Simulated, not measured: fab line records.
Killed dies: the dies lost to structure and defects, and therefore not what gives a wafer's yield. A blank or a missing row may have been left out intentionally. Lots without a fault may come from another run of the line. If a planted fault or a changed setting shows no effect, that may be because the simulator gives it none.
Which of the tools did it?    flow nandHarc    Sampling: 24 lots, 72 wafers, 4 of 1159 route steps

== WHAT EACH GAUGE READ, for each wafer ==
NHARC_A_ONON_D1_THK_MEAS_34: measures by ellipsometry. Usual: thkNm 201 nm, standard deviation 3.
lot   measured      on            thkNm (nm)   flag
L074  day 8 03:16   filmMetro-02  198 203 201  
L075  day 8 11:55   filmMetro-02  196 194 199  
L076  day 8 18:07   filmMetro-02  198 199 203  
L077  day 9 10:01   filmMetro-01  203 202 202  
L078  day 9 10:31   filmMetro-02  198 200 202  
L079  day 9 10:44   filmMetro-02  202 203 201  
L081  day 9 23:08   filmMetro-02  198 199 204  
L080  day 9 23:17   filmMetro-02  196 201 201  
L083  day 10 10:32  filmMetro-01  198 201 203  
L082  day 10 10:36  filmMetro-02  195 198 203  
L084  day 12 09:33  filmMetro-01  197 205 202  
L086  day 12 09:42  filmMetro-02  201 201 209  
L085  day 12 13:09  filmMetro-02  199 204 204  
L088  day 12 13:16  filmMetro-02  206 198 204  
L091  day 12 13:22  filmMetro-02  200 199 202  
L087  day 12 13:43  filmMetro-02  197 199 201  
L089  day 12 20:45  filmMetro-01  203 199 202  
L090  day 12 20:53  filmMetro-02  198 203 203  
L092  day 12 21:02  filmMetro-01  195 200 202  
L094  day 13 01:14  filmMetro-01  196 197 194  
L093  day 13 01:17  filmMetro-02  200 206 207  
L095  day 13 05:53  filmMetro-02  198 200 201  
L096  day 13 05:54  filmMetro-01  197 206 205  
L097  day 13 19:29  filmMetro-02  199 198 202  

NHARC_A_CHANNEL_HOLE_D1_CD_MEAS_18. Usual: cdNm 100.5 nm, standard deviation 2.3.
lot   measured      on        cdNm (nm)          flag
L074  day 8 11:34   cdSem-03  104.6 98.3 98.1    
L075  day 8 21:27   cdSem-03  99.8 100.5 101.4   
L076  day 8 23:28   cdSem-03  104.6 102.7 101.6  
L077  day 9 13:57   cdSem-02  101.5 101.1 93.5   
L078  day 9 14:56   cdSem-02  100.3 101.6 101.2  
L079  day 9 16:11   cdSem-02  101.4 99.9 101.6   
L081  day 10 03:07  cdSem-01  97.6 100.0 96.6    
L080  day 10 03:21  cdSem-03  102.3 102.6 101.4  
L083  day 10 15:41  cdSem-01  99.4 100.8 100.6   
L082  day 10 17:05  cdSem-01  98.0 101.6 98.5    
L084  day 12 13:37  cdSem-01  99.2 99.9 98.6     
L086  day 12 13:39  cdSem-03  100.5 99.4 100.0   
L085  day 12 17:16  cdSem-03  101.0 99.9 96.9    
L088  day 12 17:25  cdSem-02  101.0 103.3 102.8  
L091  day 12 18:32  cdSem-02  99.2 99.3 99.9     
L087  day 12 19:11  cdSem-03  104.9 102.0 101.6  
L089  day 13 00:52  cdSem-03  102.2 97.0 98.7    
L090  day 13 01:01  cdSem-01  99.5 100.6 102.2   
L092  day 13 02:35  cdSem-02  97.0 97.2 99.2     
L094  day 13 05:19  cdSem-02  103.1 101.0 98.8   
L093  day 13 05:30  cdSem-03  101.1 100.0 102.4  
L095  day 13 11:11  cdSem-02  104.4 102.7 106.9  
L096  day 13 11:38  cdSem-03  102.3 102.4 100.6  
L097  day 14 07:07  cdSem-02  96.8 95.4 97.0     

== WHAT TOOL EACH LOT RAN ON (gives the tool, then ch and the chambers of the sampled wafers, and finally the start) ==
lot   NHARC_A_CHANNEL_HOLE_D1_DESCUM_15  NHARC_A_CHANNEL_HOLE_D1_ETCH_38
L074  rieDiel-06 ch 0,1,2, day 8 10:26   rieDiel-06 ch 0,2,3, day 8 10:31
L075  rieDiel-05 ch 2,3, day 8 20:20     rieDiel-05 ch 1,2,3, day 8 20:25
L076  rieDiel-06 ch 1,2, day 8 22:21     rieDiel-06 ch 1,2, day 8 22:26
L077  rieDiel-03 ch 1,2, day 9 12:50     rieDiel-03 ch 0,1, day 9 12:56
L078  rieDiel-06 ch 0,3, day 9 13:49     rieDiel-06 ch 0,2,3, day 9 13:55
L079  rieDiel-03 ch 1,2, day 9 14:53     rieDiel-03 ch 1,2, day 9 14:59
L081  rieDiel-06 ch 0,1,3, day 10 02:01  rieDiel-06 ch 0,1,3, day 10 02:05
L080  rieDiel-05 ch 0,3, day 10 02:15    rieDiel-05 ch 0,2,3, day 10 02:20
L083  rieDiel-05 ch 0,1,3, day 10 14:34  rieDiel-05 ch 0,3, day 10 14:39
L082  rieDiel-03 ch 0,1, day 10 15:59    rieDiel-03 ch 0,1,2, day 10 16:05
L084  rieDiel-05 ch 1,2, day 12 12:31    rieDiel-05 ch 0,2, day 12 12:36
L086  rieDiel-03 ch 0,2, day 12 12:32    rieDiel-03 ch 0,1,3, day 12 12:38
L085  rieDiel-03 ch 1,2, day 12 16:09    rieDiel-03 ch 0,2, day 12 16:15
L088  rieDiel-06 ch 1,2,3, day 12 16:19  rieDiel-06 ch 2,3, day 12 16:23
L091  rieDiel-05 ch 0,1,3, day 12 17:25  rieDiel-05 ch 0,2,3, day 12 17:30
L087  rieDiel-06 ch 0,1,3, day 12 18:02  rieDiel-06 ch 0,1,2, day 12 18:07
L089  rieDiel-06 ch 0,1,2, day 12 23:44  rieDiel-06 ch 0,2,3, day 12 23:49
L090  rieDiel-05 ch 1,2, day 12 23:54    rieDiel-05 ch 2,3, day 12 23:59
L092  rieDiel-03 ch 0,1,3, day 13 01:29  rieDiel-03 ch 0,2,3, day 13 01:34
L094  rieDiel-05 ch 0,1,2, day 13 04:12  rieDiel-05 ch 0,1,2, day 13 04:17
L093  rieDiel-06 ch 1,2,3, day 13 04:24  rieDiel-06 ch 0,2,3, day 13 04:29
L095  rieDiel-06 ch 0,1,3, day 13 10:05  rieDiel-06 ch 0,2,3, day 13 10:10
L096  rieDiel-05 ch 0,1,2, day 13 10:32  rieDiel-05 ch 0,1,3, day 13 10:37
L097  rieDiel-06 ch 1,2, day 14 05:59    rieDiel-06 ch 1,2,3, day 14 06:06
- NHARC_A_CHANNEL_HOLE_D1_DESCUM_15: chemistry O2, time 3 s.
- NHARC_A_CHANNEL_HOLE_D1_ETCH_38: etches the open film in CF4, target depth 39 nm, time 65 s.

== AS READ BY THE TOOLS THEMSELVES (means over the sampled wafers that have a number; for cases with no such wafer, the mark the record gives instead) ==
NHARC_A_CHANNEL_HOLE_D1_DESCUM_15. Usual: drypumpMotorCurrentA 5.7 A, standard deviation 0.35; oesProductAu 0.997 a.u., standard deviation 0.011; rfVppV 57.5 V, standard deviation 0.87; showerheadPlenumPTorr 1.87 Torr, standard deviation 0.071; throttleValvePct 11.312 %, standard deviation 0.0095.
lot   tool        drypumpMotorCurrentA (A)  oesProductAu (a.u.)  rfVppV (V)  showerheadPlenumPTorr (Torr)  throttleValvePct (%)  flag
L074  rieDiel-06  5.8                       0.994                57.0        1.88                          11.308                
L075  rieDiel-05  5.8                       1.000                57.0        1.85                          11.307                
L076  rieDiel-06  6.0                       0.999                57.3        1.87                          11.304                
L077  rieDiel-03  5.5                       0.977                58.2        1.86                          11.309                
L078  rieDiel-06  5.5                       1.003                57.3        1.87                          11.305                
L079  rieDiel-03  5.8                       0.994                57.4        1.83                          11.306                
L081  rieDiel-06  5.7                       1.001                58.5        1.86                          11.313                
L080  rieDiel-05  5.9                       1.001                58.3        1.91                          11.310                
L083  rieDiel-05  5.5                       0.990                57.7        1.91                          11.317                
L082  rieDiel-03  5.9                       1.009                57.5        1.95                          11.317                
L084  rieDiel-05  5.5                       0.998                58.0        1.84                          11.315                
L086  rieDiel-03  5.4                       0.992                57.7        1.93                          11.320                
L085  rieDiel-03  5.5                       0.989                57.3        1.86                          11.307                
L088  rieDiel-06  5.8                       1.005                57.4        1.85                          11.312                
L091  rieDiel-05  5.5                       1.003                57.8        1.91                          11.315                
L087  rieDiel-06  5.7                       0.999                57.4        1.86                          11.308                
L089  rieDiel-06  5.8                       1.001                56.7        1.87                          11.313                
L090  rieDiel-05  5.2                       0.989                56.9        1.91                          11.308                
L092  rieDiel-03  5.8                       1.000                57.3        1.89                          11.318                
L094  rieDiel-05  5.4                       1.000                57.2        1.84                          11.316                
L093  rieDiel-06  5.8                       1.002                57.0        1.84                          11.313                
L095  rieDiel-06  5.7                       0.996                58.1        1.85                          11.310                
L096  rieDiel-05  5.4                       0.998                58.2        1.84                          11.313                
L097  rieDiel-06  6.0                       0.983                57.1        1.87                          11.312                

NHARC_A_CHANNEL_HOLE_D1_ETCH_38. Usual: cf4FlowSccm 150.0 sccm, standard deviation 0.41; drypumpMotorCurrentA 5.7 A, standard deviation 0.35; oesProductAu 0.997 a.u., standard deviation 0.0098; rfVppV 150.8 V, standard deviation 1.2; showerheadPlenumPTorr 1.73 Torr, standard deviation 0.061; throttleValvePct 13.284 %, standard deviation 0.0098.
lot   tool        cf4FlowSccm (sccm)  drypumpMotorCurrentA (A)  oesProductAu (a.u.)  rfVppV (V)  showerheadPlenumPTorr (Torr)  throttleValvePct (%)  flag
L074  rieDiel-06  149.9               5.6                       0.998                149.7       1.72                          13.283                
L075  rieDiel-05  150.2               5.5                       0.993                151.2       1.77                          13.283                
L076  rieDiel-06  150.0               6.0                       0.996                150.8       1.73                          13.294                
L077  rieDiel-03  150.2               5.9                       1.000                150.0       1.73                          13.274                
L078  rieDiel-06  149.9               5.6                       1.003                150.4       1.72                          13.277                
L079  rieDiel-03  150.0               5.5                       0.987                150.7       1.72                          13.286                
L081  rieDiel-06  149.7               5.7                       1.007                149.9       1.72                          13.275                
L080  rieDiel-05  149.4               5.8                       1.000                150.3       1.72                          13.284                
L083  rieDiel-05  150.0               5.7                       1.006                151.5       1.72                          13.283                
L082  rieDiel-03  150.0               5.7                       0.994                151.1       1.76                          13.288                
L084  rieDiel-05  150.2               5.7                       1.009                149.1       1.66                          13.284                
L086  rieDiel-03  149.9               5.8                       1.003                150.8       1.75                          13.272                
L085  rieDiel-03  150.5               5.4                       0.994                150.7       1.79                          13.292                
L088  rieDiel-06  149.7               5.6                       0.996                149.1       1.69                          13.276                
L091  rieDiel-05  150.1               5.8                       1.002                150.8       1.71                          13.286                
L087  rieDiel-06  149.9               5.9                       0.992                151.8       1.74                          13.281                
L089  rieDiel-06  150.0               5.6                       0.993                151.2       1.72                          13.284                
L090  rieDiel-05  150.4               5.9                       0.992                151.6       1.77                          13.282                
L092  rieDiel-03  149.8               5.5                       0.997                151.5       1.78                          13.293                
L094  rieDiel-05  150.2               5.4                       1.004                150.2       1.71                          13.275                
L093  rieDiel-06  149.8               5.6                       0.996                150.0       1.72                          13.299                
L095  rieDiel-06  149.8               5.6                       0.993                150.4       1.72                          13.288                
L096  rieDiel-05  150.0               5.5                       0.992                151.8       1.77                          13.282                
L097  rieDiel-06  150.2               5.8                       0.992                150.3       1.71                          13.281                

== THE ANSWER, worked out from the rows above alone ==
Rule: a lot is off if the mean of its wafers that have a number lies more than 3 standard deviations from the usual mean. A lot without any number at a reading at which 4 lots or more have one is off too. Where the step has rows for the other lots, those lots are counted as sound. The gauges are gone through in route order, then the tools' own readings, and for those a lot's mean is taken as printed above. The first step at which some lot is off is used, and at that step the reading that is off furthest; a lot without a number counts as furthest.
No lot is off on any of the readings shown, so nothing can be concluded from this.

== WHAT THE SIMULATOR PUT IN ==
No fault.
